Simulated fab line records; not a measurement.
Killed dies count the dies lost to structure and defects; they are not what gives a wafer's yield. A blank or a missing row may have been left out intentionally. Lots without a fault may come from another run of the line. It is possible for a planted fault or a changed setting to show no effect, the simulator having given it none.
Which of the tools did it? ; flow nand harc ; 11 lots with 33 wafers sampled at 5 steps, on a route of 1302 steps

## WHAT EACH GAUGE READ, for each wafer
NHARC_A_STAIRCASE_INSPECT_155.
lot;measured;on;raw defect count
L075;day 19 10:01;defect inspect-01;313 374 384
L077;day 20 05:58;defect inspect-01;357 325 360
L079;day 20 16:01;defect inspect-01;569 497 427
L081;day 21 23:20;defect inspect-01;480 493 548
L082;day 23 02:44;defect inspect-01;548 554 552
L084;day 24 02:08;defect inspect-01;398 257 289
L086;day 24 05:14;defect inspect-02;466 650 618
L091;day 26 09:37;defect inspect-01;532 582 474
L092;day 26 09:15;defect inspect-02;307 269 288
L094;day 27 17:26;defect inspect-02;309 224 213
L097;day 29 00:51;defect inspect-02;341 312 280

## EACH LOT AND THE TOOL THAT RAN IT (in order: tool; ch and the chambers of the sampled wafers; start)
lot;NHARC_A_STAIRCASE_ETCH_271;NHARC_A_STAIRCASE_DESCUM_291;NHARC_A_STAIRCASE_ETCH_315;NHARC_A_STAIRCASE_CMP_152
L075;rie diel-06 ch 0,2,3, day 16 14:08;rie diel-06 ch 1,3, day 17 00:44;rie diel-06 ch 0,2, day 19 08:18 or earlier;cmp-01 ch 0,1,2, day 19 08:18
L077;rie diel-01 ch 0,1,2, day 17 19:48;rie diel-09 ch 0,1,2, day 18 04:19;rie diel-06 ch 1,3, day 20 04:12 or earlier;cmp-02 ch 0,1, day 20 04:12
L079;rie diel-09 ch 2,3, day 18 00:52;rie diel-09 ch 0,2,3, day 18 07:55;rie diel-06 ch 1,3, day 20 14:19 or earlier;cmp-04 ch 1,3, day 20 14:19
L081;rie diel-09 ch 0,1,3, day 19 10:43;rie diel-09 ch 0,1,3, day 19 16:20;rie diel-06 ch 0,1,2, day 21 21:28 or earlier;cmp-04 ch 2,3, day 21 21:28
L082;rie diel-09 ch 0,2,3, day 20 12:49;rie diel-01 ch 0,1,2, day 20 22:23;rie diel-01 ch 0,1,3, day 23 00:54 or earlier;cmp-01 ch 1,2, day 23 00:54
L084;rie diel-01 ch 1,2,3, day 21 00:16;rie diel-01 ch 0,3, day 21 10:50;rie diel-01 ch 0,1,3, day 24 00:25 or earlier;cmp-02 ch 1,2, day 24 00:25
L086;rie diel-06 ch 2,3, day 21 13:50;rie diel-01 ch 0,3, day 22 01:19;rie diel-01 ch 2,3, day 24 03:19 or earlier;cmp-01 ch 1,2, day 24 03:19
L091;rie diel-06 ch 0,1,3, day 23 10:35;rie diel-06 ch 0,1,2, day 23 18:12;rie diel-01 ch 0,1,2, day 26 07:53 or earlier;cmp-01 ch 0,1,2, day 26 07:53
L092;rie diel-06 ch 0,1,2, day 23 16:17;rie diel-01 ch 1,2,3, day 23 22:32;rie diel-01 ch 0,1, day 26 07:20 or earlier;cmp-04 ch 1,2, day 26 07:20
L094;rie diel-01 ch 0,1, day 25 08:12;rie diel-06 ch 0,1,3, day 25 14:35;rie diel-01 ch 0,2,3, day 27 15:44 or earlier;cmp-01 ch 0,1,3, day 27 15:44
L097;rie diel-06 ch 1,2,3, day 26 05:05;rie diel-09 ch 0,1,3, day 26 12:49;rie diel-09 ch 0,1,2, day 28 23:02 or earlier;cmp-02 ch 1,3, day 28 23:02
- NHARC_A_STAIRCASE_ETCH_271: etches the open film in CF4/CHF3.
- NHARC_A_STAIRCASE_DESCUM_291: chemistry O2, time 3 s.
- NHARC_A_STAIRCASE_ETCH_315: etches the open film in C4F8/O2/Ar, target depth 2500 nm, time 607.1 s.
- NHARC_A_STAIRCASE_CMP_152: polishes.

## THE ANSWER, worked out from the rows above alone
Rule: usual is defined by the lots themselves. Put in order of their means at a reading, lots are off if they are a third of the lots or fewer, leave a main group of 4 or more, and stand apart from it by a gap of 3 or more times the standard deviation of the main group's means; of several such gaps the widest counts. If all means in a main group match to the digits the tables above print for the reading, that group is not used. Also off: a lot with no number at a reading for which 4 or more lots have one. Any other lot the step has rows for is counted as sound.
None of the lots is off at any reading shown; this tells nothing.

## WHAT THE SIMULATOR PUT IN
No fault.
